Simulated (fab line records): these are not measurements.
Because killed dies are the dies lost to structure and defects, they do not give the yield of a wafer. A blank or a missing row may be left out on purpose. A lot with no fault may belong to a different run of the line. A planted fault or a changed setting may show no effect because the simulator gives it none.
What tool caused it? | flow nand_harc | 72 wafers from 24 lots sampled at 4 of the route's 1302 steps

== WHAT THE GAUGES READ, wafer by wafer ==
NHARC_A_CONTACT_INSPECT_71.
lot  | measured     | on                | raw_defect_count
L074 | day 21 11:09 | defect_inspect-02 | 134 141 127
L075 | day 22 11:47 | defect_inspect-02 | 103 100 112
L076 | day 22 12:14 | defect_inspect-01 | 79 66 71
L078 | day 23 05:35 | defect_inspect-01 | 65 53 57
L077 | day 23 05:56 | defect_inspect-01 | 106 112 112
L079 | day 23 06:29 | defect_inspect-02 | 118 103 133
L081 | day 24 05:47 | defect_inspect-01 | 99 103 88
L080 | day 24 23:11 | defect_inspect-02 | 100 114 106
L084 | day 25 16:29 | defect_inspect-01 | 123 126 137
L082 | day 25 15:45 | defect_inspect-01 | 59 65 70
L083 | day 26 00:57 | defect_inspect-02 | 17 14 20
L086 | day 26 10:34 | defect_inspect-02 | 76 96 79
L085 | day 26 22:29 | defect_inspect-02 | 102 108 111
L087 | day 27 00:59 | defect_inspect-01 | 91 80 81
L090 | day 28 05:05 | defect_inspect-02 | 56 58 44
L091 | day 28 09:03 | defect_inspect-02 | 136 119 102
L088 | day 28 10:06 | defect_inspect-02 | 107 101 113
L089 | day 28 09:17 | defect_inspect-01 | 44 48 45
L092 | day 29 07:15 | defect_inspect-01 | 68 89 71
L094 | day 29 23:29 | defect_inspect-01 | 64 49 71
L093 | day 30 00:19 | defect_inspect-02 | 134 120 110
L095 | day 30 06:40 | defect_inspect-01 | 99 77 80
L096 | day 31 07:10 | defect_inspect-02 | 125 138 138
L097 | day 32 05:41 | defect_inspect-01 | 58 65 56

== TOOL THAT RAN EACH LOT (tool first, then ch and the chambers of the sampled wafers, then the start) ==
lot  | NHARC_A_CONTACT_ETCH_49                       | NHARC_A_CONTACT_ETCH_112             | NHARC_A_CONTACT_ETCH_113
L074 | rie_diel-11 ch 0,1,2, day 21 02:43 or earlier | har_cap_etch-03 ch 0,1, day 21 02:43 | har_cap_etch-03 ch 0,1, day 21 02:53
L075 | rie_diel-10 ch 1,2, day 22 03:01 or earlier   | har_cap_etch-02 ch 1, day 22 03:01   | har_cap_etch-02 ch 1, day 22 03:15
L076 | rie_diel-11 ch 1,2, day 22 03:30 or earlier   | har_cap_etch-03 ch 0,1, day 22 03:30 | har_cap_etch-03 ch 0,1, day 22 03:40
L078 | rie_diel-11 ch 2,3, day 22 21:23 or earlier   | har_cap_etch-02 ch 0,1, day 22 21:23 | har_cap_etch-02 ch 0,1, day 22 21:33
L077 | rie_diel-03 ch 0,2, day 22 21:23 or earlier   | har_cap_etch-01 ch 0,1, day 22 21:23 | har_cap_etch-01 ch 0,1, day 22 21:34
L079 | rie_diel-11 ch 0,1, day 22 22:10 or earlier   | har_cap_etch-03 ch 0,1, day 22 22:10 | har_cap_etch-03 ch 0,1, day 22 22:20
L081 | rie_diel-03 ch 1,2,3, day 23 21:43 or earlier | har_cap_etch-03 ch 0,1, day 23 21:43 | har_cap_etch-03 ch 0,1, day 23 21:53
L080 | rie_diel-11 ch 1,2, day 24 14:58 or earlier   | har_cap_etch-01 ch 0,1, day 24 14:58 | har_cap_etch-01 ch 0,1, day 24 15:08
L084 | rie_diel-11 ch 0,1,2, day 25 07:16 or earlier | har_cap_etch-03 ch 0,1, day 25 07:16 | har_cap_etch-03 ch 0,1, day 25 07:26
L082 | rie_diel-10 ch 1,2,3, day 25 07:35 or earlier | har_cap_etch-01 ch 0,1, day 25 07:35 | har_cap_etch-01 ch 0,1, day 25 07:46
L083 | rie_diel-11 ch 0,1,2, day 25 16:52 or earlier | har_cap_etch-03 ch 0,1, day 25 16:52 | har_cap_etch-03 ch 0,1, day 25 17:02
L086 | rie_diel-11 ch 0,1,3, day 25 23:26 or earlier | har_cap_etch-03 ch 0,1, day 25 23:26 | har_cap_etch-03 ch 0,1, day 25 23:36
L085 | rie_diel-10 ch 0,2,3, day 26 13:43 or earlier | har_cap_etch-01 ch 0, day 26 13:43   | har_cap_etch-01 ch 0, day 26 13:53
L087 | rie_diel-10 ch 0,1,3, day 26 14:50 or earlier | har_cap_etch-02 ch 0,1, day 26 14:50 | har_cap_etch-02 ch 0,1, day 26 15:00
L090 | rie_diel-11 ch 1,2,3, day 27 19:53 or earlier | har_cap_etch-02 ch 0,1, day 27 19:53 | har_cap_etch-02 ch 0,1, day 27 20:03
L091 | rie_diel-11 ch 0,3, day 27 20:41 or earlier   | har_cap_etch-03 ch 0,1, day 27 20:41 | har_cap_etch-03 ch 0,1, day 27 20:51
L088 | rie_diel-11 ch 0,1,2, day 28 00:27 or earlier | har_cap_etch-02 ch 0,1, day 28 00:27 | har_cap_etch-02 ch 0,1, day 28 00:37
L089 | rie_diel-10 ch 0,1,3, day 28 00:28 or earlier | har_cap_etch-01 ch 1, day 28 00:28   | har_cap_etch-01 ch 1, day 28 00:38
L092 | rie_diel-10 ch 0,1, day 28 23:10 or earlier   | har_cap_etch-01 ch 0,1, day 28 23:10 | har_cap_etch-01 ch 0,1, day 28 23:20
L094 | rie_diel-11 ch 0,2,3, day 29 14:56 or earlier | har_cap_etch-02 ch 0,1, day 29 14:56 | har_cap_etch-02 ch 0,1, day 29 15:06
L093 | rie_diel-10 ch 1,3, day 29 15:19 or earlier   | har_cap_etch-01 ch 0,1, day 29 15:19 | har_cap_etch-01 ch 0,1, day 29 15:29
L095 | rie_diel-11 ch 0,1,2, day 29 20:58 or earlier | har_cap_etch-02 ch 1, day 29 20:58   | har_cap_etch-02 ch 1, day 29 21:08
L096 | rie_diel-11 ch 0,2,3, day 30 23:09 or earlier | har_cap_etch-03 ch 0,1, day 30 23:09 | har_cap_etch-03 ch 0,1, day 30 23:19
L097 | rie_diel-11 ch 1,2,3, day 31 18:22 or earlier | har_cap_etch-01 ch 0,1, day 31 18:22 | har_cap_etch-01 ch 0,1, day 31 18:32
- NHARC_A_CONTACT_ETCH_49: etches the open film in N2/H2, target depth 260 nm, time 475.3 s.
- NHARC_A_CONTACT_ETCH_112: etches the open film in C4F8/O2/Ar, time 190 s, target depth 1850 nm.
- NHARC_A_CONTACT_ETCH_113: etches the open film in C4F8/O2/Ar, time 190 s, target depth 1850 nm.

== AS READ BY THE TOOLS THEMSELVES (means over the sampled wafers that have a number; for cases with no such wafer, the mark the record gives instead) ==
NHARC_A_CONTACT_ETCH_49.
lot  | tool        | drypump_motor_current_A (A) | oes_product_au (a.u.) | rf_vpp_V (V) | showerhead_plenum_p_Torr (Torr) | throttle_valve_pct (%)
L074 | rie_diel-11 | 5.5                         | 1.000                 | 429.8        | 2.02                            | 14.168
L075 | rie_diel-10 | 6.0                         | 1.001                 | 431.5        | 2.09                            | 14.168
L076 | rie_diel-11 | 5.7                         | 1.001                 | 431.5        | 2.07                            | 14.170
L078 | rie_diel-11 | 5.8                         | 1.011                 | 429.6        | 2.04                            | 14.176
L077 | rie_diel-03 | 6.6                         | 0.990                 | 432.8        | 2.12                            | 14.172
L079 | rie_diel-11 | 5.2                         | 0.998                 | 429.3        | 2.02                            | 14.178
L081 | rie_diel-03 | 6.0                         | 1.002                 | 432.4        | 2.12                            | 14.165
L080 | rie_diel-11 | 5.8                         | 1.001                 | 432.1        | 2.06                            | 14.169
L084 | rie_diel-11 | 5.5                         | 1.005                 | 430.5        | 2.02                            | 14.177
L082 | rie_diel-10 | 5.8                         | 0.999                 | 430.4        | 2.04                            | 14.168
L083 | rie_diel-11 | 5.5                         | 1.016                 | 430.0        | 2.01                            | 14.160
L086 | rie_diel-11 | 5.5                         | 1.006                 | 430.5        | 2.07                            | 14.174
L085 | rie_diel-10 | 5.9                         | 1.006                 | 429.1        | 2.00                            | 14.174
L087 | rie_diel-10 | 5.7                         | 1.005                 | 431.3        | 2.07                            | 14.173
L090 | rie_diel-11 | 5.8                         | 0.995                 | 431.6        | 2.07                            | 14.170
L091 | rie_diel-11 | 5.2                         | 0.997                 | 430.1        | 2.02                            | 14.168
L088 | rie_diel-11 | 5.5                         | 1.000                 | 430.2        | 2.01                            | 14.165
L089 | rie_diel-10 | 5.7                         | 0.999                 | 432.1        | 2.07                            | 14.176
L092 | rie_diel-10 | 5.9                         | 1.002                 | 432.8        | 2.10                            | 14.172
L094 | rie_diel-11 | 5.5                         | 0.998                 | 431.2        | 2.03                            | 14.170
L093 | rie_diel-10 | 5.7                         | 1.004                 | 432.3        | 2.10                            | 14.157
L095 | rie_diel-11 | 5.5                         | 0.999                 | 429.5        | 2.01                            | 14.171
L096 | rie_diel-11 | 5.5                         | 0.996                 | 430.2        | 2.03                            | 14.174
L097 | rie_diel-11 | 5.8                         | 0.999                 | 431.8        | 2.07                            | 14.170

== THE ANSWER, worked out from the rows above alone ==
Rule: the lots themselves supply what counts as usual. Put in order of their means at a reading, lots are off if they are a third of the lots or fewer, leave a main group of 4 or more, and stand apart from it by a gap of 3 or more times the standard deviation of the main group's means; of several such gaps the widest counts. The tables above print the reading to a certain number of digits; a main group whose means all agree to those digits is not used. A lot without any number at a reading at which 4 lots or more have one is off too. The other lots that the step has rows for count as sound. First the gauges in route order, then the tools' own readings, where a lot's mean is used as printed above. At the first step where some lot is off, the reading lying furthest off is the one used; lots without a number count as furthest.
None of the lots is off at any reading shown; this tells nothing.

== WHAT THE SIMULATOR PUT IN ==
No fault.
